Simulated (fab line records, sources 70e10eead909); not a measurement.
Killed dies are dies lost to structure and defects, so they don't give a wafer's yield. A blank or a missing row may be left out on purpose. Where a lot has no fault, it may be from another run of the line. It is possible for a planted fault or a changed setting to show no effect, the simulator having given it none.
fab line records	flow nandHarc
record: lots: 13	wafers: 36	lastDay: 24
route steps=1159 shown A_CONTACT@858
lots that met no fault: taken from a fault-free run of the same line
startH: hours from the record's first day to the start of the lot's first wafer shown	waitH: hours elapsed since this lot's preceding step	" identical to the entry in the row above	L1.1+2: a single row standing in for several wafers	- no value, or no start was given	* or withheld: withheld	< > ~ a bound
route shown NAME@n: names a module that has steps shown in the file, with the first one's number in the route	usual: the fault-free wafers' mean and standard deviation	same: alike in all rows	chamber/n: place in a boat	sites: per-site readings	_std_site: the values' standard deviation	_edge_site: inner sites' mean taken away from outer sites' mean	radiusMm: how far each site lies from the wafer's centre	mask NAME#n: copy n	behind: the most recent tool/chamber to have shaped the wafer	hold: reason for holding the lot/hours on hold/outcome of the hold	device: transistor that didn't switch, given as n, p or np	end of line: the route-end tests of the same wafers	step lacking rows: just its recipe	killed: count of dies lost to structure and defects at first sort (not the wafer's yield)	map: dies across one wafer; x = killed, . = not, _ = none there
set.NAME: setting as actually run; set.NAME@STEP: the setting as run at that earlier step	model.NAME: the simulator's own value behind a step, which no gauge read
a sample of lots followed through the steps of the route, with each step as a table and each wafer as a row
services: a tool's chamber out of use, with start hour (startH, from the record's first day; less than 0 if before it), hours out, and reason
== steps ==
step: NHARC_A_CONTACT_ETCH_48
recipe: targetDepthA: 390	overEtchFrac: 0.3	timeS: 65	ionEnergyEv: 80	cf4FlowSccm: 150	arFlowSccm: 0	rfW: 300	biasW: 100	chemistry: CF4
usual: drypumpMotorCurrentA: 6.0/0.51	oesProductAu: 1.000/0.013	rfVppV: 150.9/1.3	runLengthS: 86.48/0.3	showerheadPlenumPTorr: 1.74/0.078	throttleValvePct: 13.283/0.009
lot.wafer	tool	chamber	startH	waitH	drypumpMotorCurrentA	oesProductAu	rfHoursCounterH	rfVppV	runLengthS	showerheadPlenumPTorr	throttleValvePct
L501.3	rieDiel-12	3	375.11	0.1	6.3	1.018	29	150.4	86.78	1.65	13.290
L501.1	"	1	"	"	5.9	1.012	29	150.0	86.12	1.73	13.286
L501.6	"	3	"	"	6.3	1.024	-	149.1	86.09	1.65	13.291
L500.3	rieDiel-05	2	375.88	0.2	6.3	0.996	9	153.9	86.09	1.89	13.281
L500.2	"	3	"	"	4.8	1.003	7	151.6	86.57	1.71	13.253
L500.5	"	2	"	"	6.3	1.002	-	153.6	86.43	1.89	13.281
L504.4	rieDiel-12	0	379.11	0.1	6.6	1.009	32	150.7	86.86	1.75	13.273
L504.1	"	1	"	"	6.0	1.010	30	150.6	86.13	1.74	13.269
L504.5	"	3	"	"	6.3	1.035	-	150.8	86.09	1.65	13.289
L502.3	rieDiel-05	1	390.96	0.1	6.0	1.031	14	150.6	86.56	1.70	13.296
L502.4	"	2	"	"	6.4	0.991	16	151.8	86.64	1.89	13.277
L502.2	"	3	"	"	4.8	0.994	15	149.8	86.52	1.71	13.279
L508.4	rieDiel-12	1	425.39	0.1	6.0	0.992	6	150.6	86.31	1.73	13.272
L508.1	"	2	"	"	5.4	0.980	4	151.7	68.79	1.77	13.285
L511.1	rieDiel-12	3	442.41	0.1	6.3	1.013	9	148.0	68.98	1.65	13.265
L511.3	"	2	"	"	5.4	0.981	7	150.2	86.31	1.77	13.268
L512.1	rieDiel-12	0	445.00	0.1	6.6	0.998	11	151.1	69.13	1.74	13.290
L512.2	"	2	"	"	5.4	0.999	8	149.5	69.00	1.77	13.278
L515.3	rieDiel-05	1	455.59	0.3	6.0	1.028	31	149.3	86.46	1.69	13.270
L515.4	"	1	"	"	6.0	1.023	-	151.8	86.56	1.69	13.273
L515.5	"	3	"	"	4.8	0.991	-	149.3	86.15	1.70	13.282
L517.1	rieDiel-05	0	463.09	0.1	5.9	1.001	35	149.6	86.76	1.65	13.292
L517.3	"	1	"	"	6.0	1.025	36	151.1	86.85	1.69	13.284
L517.6	"	2	"	"	6.3	0.994	-	150.8	86.11	1.88	13.291
L520.1	rieDiel-05	3	479.04	0.1	4.8	0.997	46	149.6	86.25	1.70	13.270
L520.3	"	0	"	"	5.9	0.997	38	148.2	86.52	1.65	13.285
L520.6	"	3	"	"	4.8	0.986	-	149.9	86.51	1.70	13.286
L518.1	rieDiel-08	0	479.22	0.1	5.8	1.006	63	149.3	86.06	1.65	13.269
L518.2	"	2	"	"	6.0	0.998	63	152.9	86.57	1.89	13.284
L518.6	"	3	"	"	6.0	0.974	-	152.0	86.12	1.72	13.278
L522.1	rieDiel-08	1	490.90	0.1	6.5	0.997	1	148.4	86.14	1.65	13.271
L522.2	"	0	"	"	5.8	0.986	1	154.0	86.30	1.91	13.271
L522.5	"	2	"	"	6.1	0.992	-	151.0	87.19	1.89	13.280
L523.1	rieDiel-12	3	509.03	0.1	6.3	0.996	24	149.9	86.48	1.65	13.290
L523.2	"	0	"	"	6.6	0.984	23	150.1	87.16	1.74	13.285
L523.5	"	0	"	"	6.6	0.990	-	150.9	86.65	1.74	13.286
step: NHARC_A_CONTACT_ETCH_49
recipe: targetDepthA: 2600	overEtchFrac: 0.3	timeS: 475.3	ionEnergyEv: 200	n2FlowSccm: 150	h2FlowSccm: 150	arFlowSccm: 0	rfW: 400	biasW: 150	chemistry: N2/H2
usual: drypumpMotorCurrentA: 6.0/0.49	oesProductAu: 1.000/0.012	rfVppV: 429.3/2.7	runLengthS: 496.8/0.31	showerheadPlenumPTorr: 2.00/0.097	throttleValvePct: 14.171/0.0095
lot.wafer	tool	chamber	startH	waitH	drypumpMotorCurrentA	oesProductAu	rfHoursCounterH	rfVppV	runLengthS	showerheadPlenumPTorr	throttleValvePct
L501.3	rieDiel-12	1	-	-	6.0	1.002	29	428.9	496.8	2.00	14.160
L501.1	"	2	"	"	5.4	0.981	29	429.9	496.8	2.04	14.169
L501.6	"	0	"	"	6.6	1.005	-	430.5	496.9	2.01	14.175
L500.3	rieDiel-05	1	-	-	6.0	1.022	8	427.3	497.2	1.95	14.172
L500.2	"	3	"	"	4.8	1.008	8	429.8	496.5	1.97	14.176
L500.5	"	1	"	"	6.0	1.018	-	427.3	497.1	1.95	14.188
L504.4	rieDiel-12	0	-	-	6.6	1.006	32	429.5	496.8	2.01	14.157
L504.1	"	3	"	"	6.3	1.020	31	426.8	496.4	1.89	14.167
L504.5	"	1	"	"	6.0	1.010	-	429.5	497.1	2.00	14.181
L502.4	rieDiel-05	0	-	-	5.9	0.993	14	427.7	496.6	1.90	14.182
L502.2	"	1	"	"	6.0	1.024	14	428.0	497.1	1.95	14.161
L502.3	"	2	"	"	6.4	0.990	16	433.7	497.1	2.19	14.167
L508.4	rieDiel-12	3	-	-	6.3	1.007	5	425.6	497.1	1.89	14.159
L508.1	"	1	"	"	6.0	0.990	6	429.5	496.6	1.99	14.162
L511.3	rieDiel-12	2	-	-	5.4	0.984	7	430.6	496.9	2.04	14.161
L511.1	"	0	"	"	6.6	0.997	10	431.4	497.6	2.01	14.152
L512.2	rieDiel-12	3	-	-	6.3	1.020	10	425.2	496.4	1.89	14.168
L512.1	"	0	"	"	6.6	1.003	11	431.6	496.9	2.01	14.169
L515.3	rieDiel-05	3	-	-	4.8	0.995	38	429.3	496.6	1.96	14.168
L515.4	"	1	"	"	6.0	1.024	-	428.2	496.8	1.94	14.167
L515.5	"	2	"	"	6.3	0.997	-	433.8	496.4	2.18	14.168
L517.1	rieDiel-05	0	-	-	5.9	1.001	35	426.7	496.7	1.89	14.184
L517.3	"	2	"	"	6.4	1.005	43	434.3	496.3	2.18	14.155
L517.6	"	0	"	"	5.9	1.006	-	426.1	496.8	1.89	14.188
L520.1	rieDiel-05	3	-	-	4.8	0.990	46	428.3	496.8	1.95	14.163
L520.3	"	1	"	"	6.0	1.020	38	426.7	497.0	1.94	14.178
L520.6	"	3	"	"	4.8	0.989	-	429.0	497.0	1.95	14.179
L518.1	rieDiel-08	2	-	-	6.0	1.006	63	434.6	496.8	2.19	14.193
L518.2	"	1	"	"	6.5	1.012	57	425.9	496.3	1.89	14.169
L518.6	"	2	"	"	6.0	0.999	-	433.1	496.8	2.20	14.173
L522.2	rieDiel-08	3	-	-	6.0	0.981	1	428.6	496.5	1.98	14.168
L522.1	"	1	"	"	6.5	1.000	1	425.2	496.7	1.89	14.170
L522.5	"	0	"	"	5.9	0.981	-	435.5	496.4	2.22	14.178
L523.1	rieDiel-12	1	-	-	5.9	1.011	20	429.6	496.8	1.99	14.184
L523.2	"	0	"	"	6.6	0.992	23	430.3	496.8	2.00	14.157
L523.5	"	1	"	"	6.0	1.010	-	427.4	496.6	1.99	14.162
step: NHARC_A_CONTACT_ETCH_111
recipe: sourceW: withheld	pressureMtorr: 20	biasV: withheld	timeS: 140	targetDepthA: 7000	arFlowSccm: withheld	c4f8FlowSccm: withheld	o2FlowSccm: withheld	chemistry: C4F8/O2/Ar
usual: oesAirLineAu: 1.000/0.023	runLengthS: 141.6/0.32
lot.wafer	tool	chamber	startH	waitH	oesAirLineAu	rfHoursCounterH	runLengthS
L501.1	harCapEtch-01	1	376.33	-	0.987	55	141.4
L501.3	"	1	"	"	0.987	-	141.8
L501.6	"	0	"	"	0.985	-	141.9
L500.2	harCapEtch-03	1	377.56	-	0.988	85	141.9
L500.3	"	1	"	"	0.989	-	142.0
L500.5	"	1	"	"	1.022	-	142.0
L504.1	harCapEtch-02	1	380.44	-	0.991	11	141.7
L504.4	"	0	"	"	0.997	-	141.8
L504.5	"	1	"	"	0.974	-	141.7
L502.2	harCapEtch-02	0	392.32	-	1.012	15	141.8
L502.3	"	1	"	"	0.968	-	141.5
L502.4	"	0	"	"	1.001	-	141.6
L508.1	harCapEtch-01	1	426.59	-	1.013	64	141.9
L508.4	"	1	"	"	0.988	-	141.4
L511.1	harCapEtch-02	1	443.96	-	0.972	23	142.2
L511.3	"	1	"	"	0.974	-	141.9
L512.2	harCapEtch-03	1	446.47	-	1.010	97	142.1
L512.1	"	0	"	"	1.041	97	141.3
L515.3	harCapEtch-02	1	457.41	-	1.054	-	141.7
L515.4	"	0	"	"	0.981	-	141.6
L515.5	"	0	"	"	0.994	-	141.9
L517.1	harCapEtch-03	1	464.37	-	1.002	102	141.6
L517.3	"	1	"	"	0.987	-	141.5
L517.6	"	0	"	"	0.975	-	141.0
L520.1	harCapEtch-03	1	480.25	-	1.025	104	141.8
L520.3	"	0	"	"	1.033	-	141.2
L520.6	"	1	"	"	1.003	-	141.6
L518.2	harCapEtch-01	1	480.58	-	1.008	74	141.5
L518.1	"	0	"	"	1.053	74	141.6
L518.6	"	1	"	"	1.012	-	142.0
L522.1	harCapEtch-02	0	492.07	-	1.007	33	141.6
L522.2	"	1	"	"	0.968	33	141.9
L522.5	"	1	"	"	0.988	-	141.7
L523.1	harCapEtch-03	0	510.25	-	1.010	110	141.0
L523.2	"	1	"	"	1.014	110	141.3
L523.5	"	1	"	"	0.984	-	141.9
step: NHARC_A_CONTACT_ETCH_118
recipe: sourceW: withheld	pressureMtorr: 20	biasV: 3000	timeS: 94	targetDepthA: 9220	arFlowSccm: withheld	c4f8FlowSccm: withheld	o2FlowSccm: withheld	chemistry: C4F8/O2/Ar
usual: oesAirLineAu: 1.001/0.02	runLengthS: 94/0
lot.wafer	tool	chamber	startH	waitH	oesAirLineAu	rfHoursCounterH	runLengthS
L501.1	harCapEtch-01	1	377.05	0.1	1.023	55	94
L501.3	"	1	"	"	0.996	-	94
L501.6	"	0	"	"	1.039	-	94
L500.2	harCapEtch-03	1	378.30	0.1	1.024	86	94
L500.3	"	1	"	"	0.985	-	94
L500.5	"	1	"	"	1.003	-	94
L504.1	harCapEtch-02	1	381.16	0.1	1.031	12	94
L504.4	"	0	"	"	0.986	-	94
L504.5	"	1	"	"	0.986	-	94
L502.2	harCapEtch-02	0	393.05	0.1	1.010	15	94
L502.3	"	1	"	"	0.987	-	94
L502.4	"	0	"	"	0.979	-	94
L508.1	harCapEtch-01	1	427.32	0.1	0.997	65	94
L508.4	"	1	"	"	0.970	-	94
L511.1	harCapEtch-02	1	444.69	0.1	1.045	23	94
L511.3	"	1	"	"	1.024	-	94
L512.2	harCapEtch-03	1	447.21	0.1	0.995	98	94
L512.1	"	0	"	"	1.023	98	94
L515.3	harCapEtch-02	1	458.12	0.1	0.995	-	94
L515.4	"	0	"	"	1.009	-	94
L515.5	"	0	"	"	0.999	-	94
L517.1	harCapEtch-03	1	465.10	0.1	1.003	102	94
L517.3	"	1	"	"	1.016	-	94
L517.6	"	0	"	"	1.003	-	94
L520.1	harCapEtch-03	1	480.98	0.1	1.018	105	94
L520.3	"	0	"	"	0.991	-	94
L520.6	"	1	"	"	0.984	-	94
L518.2	harCapEtch-01	1	481.32	0.1	0.996	75	94
L518.1	"	0	"	"	0.985	75	94
L518.6	"	1	"	"	1.008	-	94
L522.1	harCapEtch-02	0	492.81	0.1	0.972	33	94
L522.2	"	1	"	"	0.975	33	94
L522.5	"	1	"	"	1.034	-	94
L523.1	harCapEtch-03	0	510.99	0.1	0.961	111	94
L523.2	"	1	"	"	1.015	111	94
L523.5	"	1	"	"	1.008	-	94
== services ==
tool	chamber	startH	hours	kind
rieDiel-12	0	358.79	-	clean
rieDiel-12	1	358.79	-	clean
rieDiel-12	2	358.79	-	clean
rieDiel-12	3	358.79	-	clean
rieDiel-12	3	367.26	4.9	repair
rieDiel-05	0	374.28	-	clean
rieDiel-05	1	374.28	-	clean
rieDiel-05	2	374.28	-	clean
rieDiel-05	3	374.28	-	clean
rieDiel-12	-	379.64	9.0	pm
rieDiel-12	0	379.64	9.0	ventCycle
rieDiel-12	1	379.64	9.0	ventCycle
rieDiel-12	2	379.64	12.6	ventCycle
rieDiel-12	3	379.64	9.0	ventCycle
rieDiel-12	0	388.64	-	clean
rieDiel-12	1	388.64	-	clean
rieDiel-08	1	393.69	15.0	repair
rieDiel-05	1	439.54	9.8	repair
rieDiel-12	1	441.76	11.6	repair
rieDiel-05	0	452.51	7.6	repair
rieDiel-05	-	452.60	2.0	repair
rieDiel-12	0	478.21	5.0	repair
rieDiel-08	-	479.57	9.0	pm
rieDiel-05	3	508.06	6.2	repair
== key ==
firstSign: step: NHARC_A_CONTACT_ETCH_48	reading: runLengthS	direction: down	sigmas: 59	usual: *	struck: *
effect none on later readings
metAt NHARC_A_CONTACT_ETCH_48
struckLots L508,L511,L512
struckWafers L508.1,L511.1,L512.1,L512.2
sortLeftOut L508.1,L511.1,L512.1,L512.2
testerLeftOut L508,L511,L512
notActingAt NHARC_A_CONTACT_ETCH_49,NHARC_A_CONTACT_ETCH_111,NHARC_A_CONTACT_ETCH_118
onsetBetween 379.11 425.39
fault: kind: processParameterDrift	tool: rieDiel-12	chamber: -	onsetH: 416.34	steps: NHARC_A_CONTACT_ETCH_48	channel: timeS	offset: *	shape: step	endH: 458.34	scope: struckWafersOnly	actsIn: *	stated: *
testerLeftOut: of these lots the tester's yield and bins aren't shown, on N5 and GAA mostly nor the transistor test; their killed dies are dies lost to structure and defects alone, not to doping, threshold or leakage, so they don't give the yield
sortLeftOut: the simulated sort isn't trusted on such a fault, so these wafers' sort isn't shown, and their yield isn't known
